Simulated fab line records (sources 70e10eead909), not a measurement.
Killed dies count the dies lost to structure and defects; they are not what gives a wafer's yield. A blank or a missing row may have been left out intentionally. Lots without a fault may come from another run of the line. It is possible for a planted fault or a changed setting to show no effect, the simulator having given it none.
Which tool is to blame? | flow nand harc | 72 wafers from 24 lots sampled at 5 of the route's 1159 steps

== WHAT THE GAUGES SHOWED, per wafer ==
NHARC_P_STI_CD_MEAS_09 targets a cd of 200 nm. Usual: cd nm at 199.6 nm, with a standard deviation of 1.9.
lot  | measured    | on        | cd nm (nm)        | flag
L074 | day 2 08:20 | cd sem-01 | 201.5 200.7 202.3 |
L075 | day 2 18:56 | cd sem-01 | 199.9 199.3 200.3 |
L076 | day 3 03:16 | cd sem-01 | 202.6 203.1 203.4 |
L077 | day 3 03:25 | cd sem-03 | 201.6 200.5 203.0 |
L078 | day 3 11:16 | cd sem-01 | 201.7 200.7 202.8 |
L079 | day 3 17:13 | cd sem-01 | 202.0 201.8 198.9 |
L080 | day 4 00:54 | cd sem-02 | 198.0 197.4 197.5 |
L081 | day 4 06:21 | cd sem-03 | 198.8 198.7 198.8 |
L082 | day 4 13:28 | cd sem-01 | 198.7 200.1 200.1 |
L083 | day 4 13:30 | cd sem-03 | 195.8 196.5 198.4 |
L084 | day 5 01:24 | cd sem-01 | 202.0 202.1 199.8 |
L085 | day 5 05:45 | cd sem-03 | 199.3 197.5 199.0 |
L086 | day 5 13:34 | cd sem-02 | 200.6 200.6 201.5 |
L087 | day 5 13:44 | cd sem-03 | 200.2 198.7 198.6 |
L088 | day 6 01:55 | cd sem-01 | 197.5 197.8 200.3 |
L089 | day 6 01:45 | cd sem-01 | 198.3 198.5 198.9 |
L090 | day 6 10:55 | cd sem-03 | 199.1 199.3 200.0 |
L091 | day 6 19:01 | cd sem-01 | 200.3 202.9 202.0 |
L092 | day 7 01:23 | cd sem-03 | 199.6 199.7 200.0 |
L093 | day 7 06:26 | cd sem-02 | 197.0 200.8 199.1 |
L094 | day 7 13:54 | cd sem-01 | 201.0 200.0 199.7 |
L095 | day 7 14:04 | cd sem-03 | 194.5 198.1 195.5 |
L096 | day 8 04:04 | cd sem-02 | 198.4 197.2 199.1 |
L097 | day 8 03:54 | cd sem-02 | 200.0 199.1 199.9 |

NHARC_P_STI_OCD_MEAS_17. Usual: trench depth nm 300.7 nm, standard deviation 3; trench foot cd nm 157.5 nm, standard deviation 2.
lot  | measured    | on     | trench depth nm (nm) | trench foot cd nm (nm) | flag
L074 | day 2 09:07 | ocd-01 | 301.5 301.9 298.7    | 159.0 158.5 160.7      |
L075 | day 2 19:45 | ocd-01 | 294.2 298.5 298.9    | 157.6 157.3 158.1      |
L076 | day 3 04:03 | ocd-01 | 302.6 301.3 295.2    | 160.7 161.0 161.8      |
L077 | day 3 04:14 | ocd-02 | 293.3 299.4 297.7    | 160.2 158.3 162.1      |
L078 | day 3 12:03 | ocd-01 | 304.4 300.8 302.8    | 159.5 159.3 160.4      |
L079 | day 3 18:00 | ocd-02 | 301.3 304.2 302.0    | 159.4 159.2 156.9      |
L080 | day 4 01:41 | ocd-02 | 299.7 297.8 294.9    | 155.7 155.7 156.1      |
L081 | day 4 07:10 | ocd-02 | 297.0 296.3 297.6    | 157.0 157.9 157.2      |
L082 | day 4 14:16 | ocd-02 | 305.5 301.5 303.1    | 155.6 158.1 157.5      |
L083 | day 4 14:19 | ocd-01 | 296.3 299.7 295.8    | 154.6 153.9 156.3      |
L084 | day 5 02:11 | ocd-02 | 299.9 299.6 300.1    | 160.3 160.1 157.9      |
L085 | day 5 06:32 | ocd-02 | 297.1 299.7 296.4    | 157.8 155.7 157.2      |
L086 | day 5 14:22 | ocd-01 | 297.6 297.1 297.6    | 159.1 159.0 159.8      |
L087 | day 5 14:31 | ocd-02 | 302.5 303.4 302.0    | 157.4 156.1 155.5      |
L088 | day 6 02:42 | ocd-01 | 301.0 300.2 297.0    | 154.7 155.9 159.5      |
L089 | day 6 02:33 | ocd-02 | 302.8 306.6 304.4    | 156.2 155.4 156.4      |
L090 | day 6 11:46 | ocd-02 | 301.1 303.7 300.9    | 156.5 157.0 158.0      |
L091 | day 6 19:49 | ocd-02 | 298.3 300.3 298.2    | 158.3 160.8 160.1      |
L092 | day 7 02:10 | ocd-02 | 303.7 300.8 301.6    | 157.0 157.6 157.8      |
L093 | day 7 07:13 | ocd-01 | 301.4 302.2 299.6    | 154.7 159.0 156.7      |
L094 | day 7 14:44 | ocd-02 | 304.0 301.9 298.4    | 159.0 157.5 157.6      |
L095 | day 7 14:52 | ocd-01 | 298.1 307.0 303.1    | 152.9 154.6 153.0      |
L096 | day 8 04:52 | ocd-01 | 302.6 298.2 303.7    | 156.7 156.0 156.2      |
L097 | day 8 04:41 | ocd-02 | 302.6 305.8 302.1    | 157.9 156.7 157.7      |

NHARC_P_STI_OCD_MEAS_43. Usual: trench depth nm 300.7 nm, standard deviation 2.9; trench foot cd nm 157.5 nm, standard deviation 2.
lot  | measured    | on     | trench depth nm (nm) | trench foot cd nm (nm) | flag
L074 | day 2 09:38 | ocd-01 | 302.0 302.0 298.3    | 158.8 158.6 160.8      |
L075 | day 2 20:21 | ocd-02 | 294.1 298.6 299.4    | 158.4 157.3 158.0      |
L076 | day 3 04:34 | ocd-01 | 303.3 300.9 295.0    | 160.5 161.0 161.6      |
L077 | day 3 04:45 | ocd-02 | 293.5 299.2 298.1    | 160.2 158.8 161.3      |
L078 | day 3 12:33 | ocd-02 | 303.9 300.9 302.4    | 159.6 159.0 160.0      |
L079 | day 3 18:31 | ocd-01 | 301.1 303.9 302.0    | 159.9 159.1 156.3      |
L080 | day 4 02:17 | ocd-01 | 299.0 297.8 294.5    | 156.0 156.3 156.5      |
L081 | day 4 07:40 | ocd-01 | 297.0 297.0 297.0    | 157.4 157.3 157.3      |
L082 | day 4 14:47 | ocd-02 | 306.2 301.9 302.8    | 156.5 158.2 157.8      |
L083 | day 4 14:55 | ocd-01 | 296.3 299.1 296.3    | 154.7 154.0 156.7      |
L084 | day 5 02:48 | ocd-01 | 299.6 299.4 299.8    | 160.1 160.4 157.8      |
L085 | day 5 07:03 | ocd-01 | 297.7 299.7 296.6    | 158.0 155.3 157.0      |
L086 | day 5 14:52 | ocd-01 | 297.4 297.1 297.7    | 158.7 158.8 160.2      |
L087 | day 5 15:09 | ocd-02 | 302.5 302.4 302.2    | 158.0 156.0 155.9      |
L088 | day 6 03:13 | ocd-01 | 302.2 299.5 297.1    | 155.3 156.3 158.8      |
L089 | day 6 03:03 | ocd-02 | 302.4 306.7 304.2    | 156.3 155.6 156.3      |
L090 | day 6 12:16 | ocd-01 | 301.1 303.1 300.6    | 157.2 157.2 158.1      |
L091 | day 6 20:19 | ocd-01 | 298.7 299.9 298.0    | 158.1 161.1 159.9      |
L092 | day 7 02:41 | ocd-01 | 303.7 300.3 301.2    | 156.8 158.1 157.8      |
L093 | day 7 07:44 | ocd-02 | 300.9 302.4 300.1    | 154.8 158.9 156.7      |
L094 | day 7 15:14 | ocd-02 | 304.1 301.4 297.8    | 158.4 158.0 157.9      |
L095 | day 7 15:23 | ocd-01 | 298.3 307.0 303.9    | 152.7 155.0 152.7      |
L096 | day 8 05:22 | ocd-01 | 302.6 298.6 304.6    | 156.7 155.3 156.9      |
L097 | day 8 05:11 | ocd-02 | 302.1 305.8 301.7    | 157.4 156.5 157.6      |

== WHICH TOOL RAN EACH LOT (tool, then ch and the chambers of the sampled wafers, then the start) ==
lot  | NHARC_P_ZERO_WELL_DESCUM_54       | NHARC_P_ZERO_WELL_RTA_42
L074 | rie diel-05 ch 2,3, day 1 18:10   | rtp anneal-02 ch 0, day 1 19:29
L075 | rie diel-09 ch 1,2, day 2 00:08   | rtp anneal-01 ch 0, day 2 01:25
L076 | rie diel-09 ch 0,1,2, day 2 06:07 | rtp anneal-02 ch 0, day 2 07:10
L077 | rie diel-09 ch 0,2,3, day 2 11:57 | rtp anneal-01 ch 0, day 2 12:59
L078 | rie diel-05 ch 0,1, day 2 17:50   | rtp anneal-02 ch 0, day 2 18:51
L079 | rie diel-05 ch 1,3, day 3 00:04   | rtp anneal-02 ch 0, day 3 01:11
L080 | rie diel-09 ch 0,1,2, day 3 06:05 | rtp anneal-02 ch 0, day 3 07:20
L081 | rie diel-05 ch 0,1,3, day 3 11:52 | rtp anneal-01 ch 0, day 3 12:59
L082 | rie diel-09 ch 0,2, day 3 17:59   | rtp anneal-02 ch 0, day 3 18:57
L083 | rie diel-05 ch 2,3, day 3 23:48   | rtp anneal-02 ch 0, day 4 00:47
L084 | rie diel-06 ch 0,2,3, day 4 05:40 | rtp anneal-02 ch 0, day 4 06:39
L085 | rie diel-05 ch 0,1,2, day 4 11:57 | rtp anneal-01 ch 0, day 4 12:56
L086 | rie diel-06 ch 0,1, day 4 17:47   | rtp anneal-02 ch 0, day 4 18:45
L087 | rie diel-09 ch 0,3, day 4 23:44   | rtp anneal-01 ch 0, day 5 00:41
L088 | rie diel-09 ch 0,1,2, day 5 05:53 | rtp anneal-01 ch 0, day 5 06:50
L089 | rie diel-09 ch 0,1,3, day 5 11:59 | rtp anneal-02 ch 0, day 5 12:57
L090 | rie diel-09 ch 0,1,2, day 5 17:57 | rtp anneal-02 ch 0, day 5 18:55
L091 | rie diel-05 ch 0,1, day 5 23:41   | rtp anneal-01 ch 0, day 6 00:53
L092 | rie diel-09 ch 0,1,3, day 6 05:59 | rtp anneal-01 ch 0, day 6 07:05
L093 | rie diel-05 ch 0,1,2, day 6 12:13 | rtp anneal-01 ch 0, day 6 13:10
L094 | rie diel-05 ch 0,1,2, day 6 17:48 | rtp anneal-01 ch 0, day 6 18:46
L095 | rie diel-05 ch 0,1,2, day 7 00:08 | rtp anneal-01 ch 0, day 7 01:07
L096 | rie diel-06 ch 0,1,2, day 7 06:06 | rtp anneal-01 ch 0, day 7 07:11
L097 | rie diel-09 ch 0,1,3, day 7 11:49 | rtp anneal-02 ch 0, day 7 12:53
- NHARC_P_ZERO_WELL_DESCUM_54: chemistry O2, time 3 s.
- NHARC_P_ZERO_WELL_RTA_42: time 300 s.

== AS READ BY THE TOOLS THEMSELVES (means over the sampled wafers that have a number; for cases with no such wafer, the mark the record gives instead) ==
NHARC_P_ZERO_WELL_DESCUM_54. Usual: drypump motor current A 5.6 A, standard deviation 0.37; oes product au 0.997 a.u., standard deviation 0.0087; rf vpp V 57.9 V, standard deviation 1; showerhead plenum p Torr 1.91 Torr, standard deviation 0.094; throttle valve pct 11.311 %, standard deviation 0.0089.
lot  | tool        | drypump motor current A (A) | oes product au (a.u.) | rf vpp V (V) | showerhead plenum p Torr (Torr) | throttle valve pct (%) | flag
L074 | rie diel-05 | 5.2                         | 1.000                 | 57.9         | 1.82                            | 11.302                 |
L075 | rie diel-09 | 5.8                         | 0.991                 | 58.2         | 1.89                            | 11.320                 |
L076 | rie diel-09 | 5.5                         | 0.994                 | 58.0         | 1.96                            | 11.312                 |
L077 | rie diel-09 | 5.5                         | 0.995                 | 58.0         | 1.90                            | 11.312                 |
L078 | rie diel-05 | 6.1                         | 0.995                 | 57.6         | 1.92                            | 11.312                 |
L079 | rie diel-05 | 5.4                         | 1.005                 | 57.8         | 1.88                            | 11.311                 |
L080 | rie diel-09 | 5.5                         | 0.988                 | 58.9         | 1.96                            | 11.321                 |
L081 | rie diel-05 | 5.8                         | 1.004                 | 58.0         | 1.90                            | 11.309                 |
L082 | rie diel-09 | 5.4                         | 0.997                 | 57.2         | 1.96                            | 11.295                 |
L083 | rie diel-05 | 5.2                         | 0.996                 | 56.5         | 1.82                            | 11.312                 |
L084 | rie diel-06 | 5.6                         | 1.010                 | 58.6         | 1.89                            | 11.306                 |
L085 | rie diel-05 | 6.0                         | 0.996                 | 57.5         | 1.91                            | 11.306                 |
L086 | rie diel-06 | 5.3                         | 1.014                 | 57.9         | 1.83                            | 11.312                 |
L087 | rie diel-09 | 5.3                         | 0.996                 | 59.1         | 1.97                            | 11.305                 |
L088 | rie diel-09 | 5.6                         | 0.998                 | 57.9         | 1.96                            | 11.308                 |
L089 | rie diel-09 | 5.5                         | 1.000                 | 57.8         | 1.97                            | 11.307                 |
L090 | rie diel-09 | 5.6                         | 0.992                 | 57.7         | 1.96                            | 11.302                 |
L091 | rie diel-05 | 6.2                         | 1.004                 | 57.8         | 1.97                            | 11.327                 |
L092 | rie diel-09 | 5.5                         | 0.988                 | 57.8         | 1.97                            | 11.320                 |
L093 | rie diel-05 | 5.9                         | 1.003                 | 58.3         | 1.91                            | 11.305                 |
L094 | rie diel-05 | 5.9                         | 0.994                 | 57.8         | 1.91                            | 11.316                 |
L095 | rie diel-05 | 5.9                         | 1.002                 | 57.8         | 1.91                            | 11.312                 |
L096 | rie diel-06 | 5.5                         | 1.001                 | 57.0         | 1.88                            | 11.311                 |
L097 | rie diel-09 | 5.5                         | 0.986                 | 57.8         | 1.97                            | 11.301                 |

NHARC_P_ZERO_WELL_RTA_42. Usual: anneal temp c max 1108.0, standard deviation 2; lamp power pct 32.3 %, standard deviation 0.81; wafer_temp_C_max 1105.8, standard deviation 1.3.
lot  | tool          | anneal temp c max | lamp power pct (%) | wafer_temp_C_max | flag
L074 | rtp anneal-02 | 1107.1            | 33.0               | 1107.8           |
L075 | rtp anneal-01 | 1109.8            | 31.4               | 1105.5           |
L076 | rtp anneal-02 | 1107.4            | 33.1               | 1106.2           |
L077 | rtp anneal-01 | 1110.1            | 31.4               | 1106.0           |
L078 | rtp anneal-02 | 1107.2            | 33.0               | 1106.0           |
L079 | rtp anneal-02 | 1106.1            | 33.1               | 1107.5           |
L080 | rtp anneal-02 | 1105.8            | 33.1               | 1106.9           |
L081 | rtp anneal-01 | 1109.8            | 31.5               | 1104.9           |
L082 | rtp anneal-02 | 1107.1            | 33.1               | 1107.1           |
L083 | rtp anneal-02 | 1106.3            | 33.1               | 1105.7           |
L084 | rtp anneal-02 | 1105.8            | 33.1               | 1106.9           |
L085 | rtp anneal-01 | 1109.0            | 31.5               | 1104.4           |
L086 | rtp anneal-02 | 1106.1            | 33.1               | 1105.7           |
L087 | rtp anneal-01 | 1110.0            | 31.5               | 1105.1           |
L088 | rtp anneal-01 | 1107.6            | 31.5               | 1105.8           |
L089 | rtp anneal-02 | 1106.5            | 33.1               | 1105.9           |
L090 | rtp anneal-02 | 1106.8            | 33.1               | 1105.4           |
L091 | rtp anneal-01 | 1107.8            | 31.4               | 1105.2           |
L092 | rtp anneal-01 | 1110.1            | 31.3               | 1105.0           |
L093 | rtp anneal-01 | 1108.3            | 31.4               | 1104.4           |
L094 | rtp anneal-01 | 1111.7            | 31.5               | 1104.1           |
L095 | rtp anneal-01 | 1109.9            | 31.4               | 1105.8           |
L096 | rtp anneal-01 | 1109.0            | 31.4               | 1104.5           |
L097 | rtp anneal-02 | 1106.7            | 33.1               | 1106.9           |

== THE ANSWER, worked out from the rows above alone ==
Rule: take the mean of a lot's wafers that have a number; if it is more than 3 standard deviations from the usual mean, the lot is off. Also off: a lot with no number at a reading for which 4 or more lots have one. The other lots that the step has rows for count as sound. Order of review: gauges by route order, followed by the tools' own readings, for which a lot's mean as printed above is used. At the first step where some lot is off, the reading lying furthest off is the one used; lots without a number count as furthest.
No lot is off at any reading shown: from this, nothing can be told.

== WHAT THE SIMULATOR HAD PUT IN ==
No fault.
